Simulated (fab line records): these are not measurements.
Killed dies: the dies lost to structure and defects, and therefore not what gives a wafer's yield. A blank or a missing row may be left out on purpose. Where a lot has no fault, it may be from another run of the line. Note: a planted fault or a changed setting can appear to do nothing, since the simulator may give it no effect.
Matching of chambers -- flow n5-finfet -- N5_BEOL_M2_ALD_98 on ald-sin-02: 4 sister chambers
The step deposits SiO2, target thk 2.5 nm, pulse time 1 s, co reactant pulse time 1 s. 24 wafers are shown with their chamber, then 12 later ones without.

## WAFERS WITH THEIR CHAMBER
wafer,chamber,heater-power-w (W),precursor-pulse-height-rel
L074.2,3,80,1.022
L074.4,0,70,0.994
L074.6,0,68,0.985
L075.2,2,78,0.987
L075.4,0,69,0.969
L075.5,0,70,0.994
L080.1,2,78,1.038
L080.2,0,72,0.957
L080.4,3,78,0.996
L081.2,0,69,0.958
L081.3,3,74,1.003
L081.4,1,73,1.010
L083.1,1,73,1.002
L083.3,2,78,0.986
L083.5,3,76,1.036
L086.2,3,75,0.991
L086.3,2,77,0.987
L086.5,2,76,1.012
L092.3,0,70,1.030
L092.4,3,79,1.017
L092.5,0,71,0.995
L093.1,1,73,1.032
L093.2,0,71,0.976
L093.6,1,73,1.012

SIGNATURES (means of the wafers above)
reading,chamber 0,chamber 1,chamber 2,chamber 3,scatter within a chamber
heater-power-w,70.00,73.00,77.40,77.00,1.47
precursor-pulse-height-rel,0.98422,1.01400,1.00200,1.01083,0.0202
Rule: for a wafer and a chamber, the distance is found by dividing, reading by reading, the gap between the wafer's reading and the chamber's mean by the reading's scatter, squaring, summing and taking the root. If the next closest chamber is less than 2 further off than the closest, the wafer can't be placed; otherwise it belongs to the closest. The scatter: take each reading less its chamber's mean, square it, sum over the shown wafers, divide by the number of wafers less the number of chambers, and take the root.

## WAFERS MISSING THEIR CHAMBER
wafer,heater-power-w (W),precursor-pulse-height-rel
L094.1,77,0.985
L094.2,75,0.990
L094.6,71,0.977
L096.1,72,1.022
L096.2,71,1.001
L096.4,79,1.009
L095.2,74,0.981
L095.3,78,0.995
L095.6,72,1.011
L097.1,70,1.019
L097.2,73,0.981
L097.4,76,0.965

## WHICH CHAMBER EACH WENT THROUGH
wafer,from the rows above,in truth
L094.1,can't be placed: 2 or 3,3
L094.2,can't be placed: 3 or 2 or 1 or 0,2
L094.6,can't be placed: 0 or 1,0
L096.1,can't be placed: 1 or 0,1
L096.2,can't be placed: 0 or 1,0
L096.4,can't be placed: 2 or 3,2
L095.2,can't be placed: 1 or 3 or 2 or 0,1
L095.3,can't be placed: 2 or 3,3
L095.6,can't be placed: 1 or 0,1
L097.1,can't be placed: 0 or 1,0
L097.2,can't be placed: 1 or 0 or 3 or 2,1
L097.4,can't be placed: 2 or 3 or 1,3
Correctly placed: 0 of 12. These rows do not allow placing 12 (true chamber among the candidates in 12). Wrongly placed: 0.
